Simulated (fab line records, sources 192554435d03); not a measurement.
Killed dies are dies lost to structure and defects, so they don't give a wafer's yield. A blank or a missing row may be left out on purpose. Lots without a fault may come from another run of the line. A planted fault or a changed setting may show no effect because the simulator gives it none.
Which tool did it? | flow n5_finfet | 9 lots, 26 wafers sampled, at 7 steps of a route of 1938

WHAT THE GAUGES READ, wafer by wafer
N5_BEOL_M4_RC_MEAS_101. Usual: DIBL_N 36.1 mV/V, standard deviation 1.9; DIBL_P 36.1 mV/V, standard deviation 2.4; IOFF_N 0.15 nA/um, standard deviation 0.032; IOFF_P 0.21 nA/um, standard deviation 0.036; ION_N 673 uA/um, standard deviation 12; ION_P 463 uA/um, standard deviation 7.6; SS_N 71.5 mV/dec, standard deviation 0.63; SS_P 73.1 mV/dec, standard deviation 0.65; VT_N 251 mV, standard deviation 3.1; VT_P -250 mV, standard deviation 3.2.
lot  | measured     | on        | DIBL_N (mV/V)  | DIBL_P (mV/V)  | IOFF_N (nA/um) | IOFF_P (nA/um) | ION_N (uA/um) | ION_P (uA/um) | SS_N (mV/dec)  | SS_P (mV/dec)  | VT_N (mV)   | VT_P (mV)      | flag
L668 | day 10 06:14 | prober-02 | 40.9 39.8 40.4 | 42.8 41.1 41.4 | 0.23 0.23 0.22 | 0.29 0.26 0.25 | 690 686 673   | 468 462 460   | 72.8 72.7 72.8 | 75.1 74.3 74.4 | 246 245 247 | -246 -250 -250 |
L673 | day 11 18:07 | prober-01 | 35.8 34.8 37.6 | 35.1 34.5 37.9 | 0.13 0.13 0.18 | 0.20 0.19 0.25 | 658 687 688   | 457 471 471   | 71.8 70.7 71.8 | 73.2 72.7 73.7 | 253 251 248 | -253 -251 -247 |
L674 | day 11 22:26 | prober-02 | 39.6 38.0 36.0 | 39.8 37.3 36.4 | 0.20 0.16 0.13 | 0.28 0.22 0.22 | 697 693 665   | 482 468 466   | 72.4 71.1 70.8 | 73.5 72.6 73.5 | 247 249 252 | -246 -249 -246 |
L676 | day 12 07:27 | prober-02 | 33.3 34.7 33.4 | 33.3 35.8 33.7 | 0.13 0.15 0.13 | 0.19 0.23 0.19 | 672 671 669   | 466 468 469   | 71.1 71.1 71.1 | 72.4 73.2 71.9 | 252 250 252 | -249 -249 -247 |
L675 | day 12 09:42 | prober-01 | 38.1 35.9 35.0 | 37.7 36.9 35.5 | 0.19 0.16 0.14 | 0.24 0.24 0.21 | 679 682 672   | 469 470 464   | 71.9 71.2 71.2 | 73.9 73.8 73.4 | 249 248 251 | -249 -250 -250 |
L677 | day 13 04:46 | prober-02 | 36.5 34.2 34.2 | 36.2 33.7 33.5 | 0.14 0.11 0.11 | 0.19 0.16 0.15 | 669 662 658   | 460 467 455   | 70.8 70.6 70.9 | 72.8 72.4 72.8 | 253 255 256 | -250 -251 -254 |
L687 | day 15 08:17 | prober-01 | 35.9 35.8      | 36.1 36.2      | 0.15 0.14      | 0.22 0.22      | 673 662       | 465 459       | 71.6 71.3      | 73.0 73.4      | 250 253     | -251 -250      |
L688 | day 15 23:36 | prober-01 | 39.0 35.7 35.9 | 39.9 34.8 35.3 | 0.21 0.14 0.14 | 0.25 0.17 0.18 | 680 668 664   | 462 448 456   | 72.3 71.9 71.7 | 73.8 72.3 72.0 | 247 251 253 | -249 -253 -253 |
L690 | day 16 01:57 | prober-01 | 36.0 36.3 37.1 | 38.2 37.8 38.4 | 0.16 0.16 0.18 | 0.22 0.20 0.22 | 676 672 672   | 464 458 462   | 71.4 72.0 72.2 | 73.3 73.1 73.3 | 253 254 252 | -250 -249 -250 |

N5_BEOL_M13_OCD_MEAS_35. Usual: trench_depth_nm 414 nm, standard deviation 5.7.
lot  | measured     | on     | trench_depth_nm (nm) | flag
L668 | day 13 10:22 | ocd-02 | 411 417 414          |
L673 | day 15 04:31 | ocd-01 | 411 427 407          |
L674 | day 15 05:47 | ocd-01 | 411 415 412          |
L676 | day 15 23:07 | ocd-01 | 414 414 416          |
L675 | day 15 19:20 | ocd-01 | 410 416 412          |
L677 | day 16 21:58 | ocd-02 | 409 424 411          |
L687 | day 18 12:54 | ocd-01 | 413 406              |
L688 | day 18 20:14 | ocd-01 | 411 408 411          |
L690 | day 19 03:41 | ocd-02 | 408 427 414          |

N5_BEOL_M13_THK_MEAS_50: measures by xrf. Usual: M13_THK 420 nm, standard deviation 7.1.
lot  | measured     | on            | M13_THK (nm) | flag
L668 | day 13 11:53 | film_metro-02 | 415 425 423  |
L673 | day 15 05:59 | film_metro-01 | 419 435 413  |
L674 | day 15 10:34 | film_metro-01 | 417 419 416  |
L676 | day 16 03:13 | film_metro-01 | 417 421 422  |
L675 | day 16 00:24 | film_metro-01 | 416 422 420  |
L677 | day 17 02:01 | film_metro-01 | 423 439 427  |
L687 | day 18 16:25 | film_metro-01 | 422 787      | OFF
L688 | day 18 22:49 | film_metro-02 | 415 411 413  |
L690 | day 19 05:23 | film_metro-02 | 414 433 420  |

N5_BEOL_M13_INSPECT_55: inspects for defects (darkfield). Usual: raw_defect_count 64, standard deviation 21.
lot  | measured     | on                | raw_defect_count | flag
L668 | day 13 12:03 | defect_inspect-01 | 84 43 60         |
L673 | day 15 06:08 | defect_inspect-01 | 64 70 103        |
L674 | day 15 10:43 | defect_inspect-01 | 60 38 69         |
L676 | day 16 03:22 | defect_inspect-02 | 38 55 66         |
L675 | day 16 00:34 | defect_inspect-01 | 58 73 70         |
L677 | day 17 02:12 | defect_inspect-01 | 50 95 51         |
L687 | day 18 16:34 | defect_inspect-01 | 72 3069          | OFF
L688 | day 18 22:59 | defect_inspect-02 | 30 46 95         |
L690 | day 19 05:32 | defect_inspect-01 | 62 51 68         |

WHICH TOOL RAN EACH LOT (tool, then ch and the chambers of the sampled wafers, then the start)
lot  | N5_BEOL_M13_STRIP_37                 | N5_BEOL_M13_PRE_CLEAN_42     | N5_BEOL_M13_CMP_49
L668 | plasma_asher-01 ch 0, day 13 10:24   | pvd_sputter-01, day 13 10:49 | cmp-02 ch 0,2, day 13 11:38
L673 | plasma_asher-01 ch 0,1, day 15 04:32 | pvd_sputter-01, day 15 04:55 | cmp-03 ch 1,2,3, day 15 05:42
L674 | plasma_asher-02 ch 0,1, day 15 05:49 | pvd_sputter-02, day 15 09:28 | cmp-02 ch 1,2, day 15 10:18
L676 | plasma_asher-01 ch 0,1, day 15 23:18 | pvd_sputter-01, day 16 02:08 | cmp-03 ch 2,3, day 16 02:55
L675 | plasma_asher-02 ch 0, day 15 19:23   | pvd_sputter-02, day 15 22:53 | cmp-03 ch 1,3, day 16 00:07
L677 | plasma_asher-01 ch 0, day 16 22:00   | pvd_sputter-02, day 17 00:56 | cmp-02 ch 1,3, day 17 01:43
L687 | plasma_asher-01 ch 1, day 18 12:57   | pvd_sputter-02, day 18 15:20 | cmp-02 ch 1,3, day 18 16:11
L688 | plasma_asher-02 ch 0,1, day 18 20:16 | pvd_sputter-03, day 18 21:43 | cmp-01 ch 0,3, day 18 22:34
L690 | plasma_asher-01 ch 0,1, day 19 03:44 | pvd_sputter-02, day 19 04:19 | cmp-01 ch 0,1,2, day 19 05:05
- N5_BEOL_M13_STRIP_37: strips in N2/H2.
- N5_BEOL_M13_PRE_CLEAN_42: time 30 s.
- N5_BEOL_M13_CMP_49: polishes, stops on SiOC, t overpolish 17.1 s, target thk 420 nm.

WHAT THE TOOLS THEMSELVES READ (means of the sampled wafers that have a number; where no wafer has one, the mark that the record gives instead)
N5_BEOL_M13_STRIP_37. Usual: drypump_motor_current_A 5.7 A, standard deviation 0.55; heater_power_w 352 W, standard deviation 17; oes_product_au 0.783 a.u., standard deviation 0.012.
lot  | tool            | drypump_motor_current_A (A) | heater_power_w (W) | oes_product_au (a.u.) | flag
L668 | plasma_asher-01 | 5.4                         | 357                | 0.782                 |
L673 | plasma_asher-01 | 5.7                         | 346                | 0.794                 |
L674 | plasma_asher-02 | 5.8                         | 366                | 0.778                 |
L676 | plasma_asher-01 | 5.8                         | 343                | 0.784                 |
L675 | plasma_asher-02 | 6.0                         | 370                | 0.789                 |
L677 | plasma_asher-01 | 5.3                         | 353                | 0.776                 |
L687 | plasma_asher-01 | 6.5                         | 328                | 0.782                 |
L688 | plasma_asher-02 | 5.4                         | 362                | 0.777                 |
L690 | plasma_asher-01 | 6.1                         | 333                | 0.792                 |

N5_BEOL_M13_PRE_CLEAN_42. Usual: heater_power_w 328 W, standard deviation 20.
lot  | tool           | heater_power_w (W) | flag
L668 | pvd_sputter-01 | 329                |
L673 | pvd_sputter-01 | 319                |
L674 | pvd_sputter-02 | 333                |
L676 | pvd_sputter-01 | 344                |
L675 | pvd_sputter-02 | 343                |
L677 | pvd_sputter-02 | 325                |
L687 | pvd_sputter-02 | 327                |
L688 | pvd_sputter-03 | 323                |
L690 | pvd_sputter-02 | 332                |

N5_BEOL_M13_CMP_49. Usual: barrier_field_endpoint_s 30.4 s, standard deviation 0.71; motor_current_A 5.9 A, standard deviation 0.64; overpolish_run_s 17.099 s, standard deviation 0.0094; platen_rpm 49.99 rpm, standard deviation 0.034.
lot  | tool   | barrier_field_endpoint_s (s) | motor_current_A (A) | overpolish_run_s (s) | platen_rpm (rpm) | flag
L668 | cmp-02 | 30.3                         | 6.4                 | 17.090               | 50.00            |
L673 | cmp-03 | 29.7                         | 5.5                 | 17.107               | 50.01            |
L674 | cmp-02 | 30.4                         | 6.4                 | 17.098               | 50.00            |
L676 | cmp-03 | 29.4                         | 5.2                 | 17.102               | 50.00            |
L675 | cmp-03 | 30.1                         | 6.2                 | 17.102               | 49.96            |
L677 | cmp-02 | 30.9                         | 5.6                 | 17.096               | 50.00            |
L687 | cmp-02 | 46.2                         | 5.8                 | 8.572                | 50.02            | OFF
L688 | cmp-01 | 30.8                         | 6.2                 | 17.089               | 49.97            |
L690 | cmp-01 | 30.6                         | 6.4                 | 17.094               | 50.01            |

THE ANSWER, worked out from the rows above alone
Rule: a lot is off if the mean of its wafers that have a number lies more than 3 standard deviations from the usual mean. A lot without any number at a reading at which 4 lots or more have one is off too. The other lots that the step has rows for count as sound. The gauges are gone through in route order, then the tools' own readings, and for those a lot's mean is taken as printed above. The first step at which some lot is off is used, and at that step the reading that is off furthest; a lot without a number counts as furthest.
Off: L687, at N5_BEOL_M13_THK_MEAS_50 (M13_THK).
A tool fits if, at a process step before that reading, it ran every lot that is off, and no sound lot after the first of them. The gauges at N5_BEOL_M13_THK_MEAS_50 aren't tried: what is off there is off at N5_BEOL_M13_INSPECT_55 too, on other tools, and a gauge's error can't cause that. One fits: cmp-02 at N5_BEOL_M13_CMP_49. Its last sound lot is L677 (day 17 01:43), its first lot that is off L687 (day 18 16:11): a fault that began between those two fits.
The tool's own readings at N5_BEOL_M13_CMP_49 bear it out: on the lots that are off they differ by more than 5 times the standard deviation of the sound lots' means. barrier_field_endpoint_s reads 46.2 s there against 30.3 s on the sound lots; overpolish_run_s reads 8.572 s there against 17.097 s on the sound lots.

WHAT THE SIMULATOR HAD PUT IN
Process parameter drift: cmp-02, from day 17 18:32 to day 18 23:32, at N5_BEOL_M13_CMP_49. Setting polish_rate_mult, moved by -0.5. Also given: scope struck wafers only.
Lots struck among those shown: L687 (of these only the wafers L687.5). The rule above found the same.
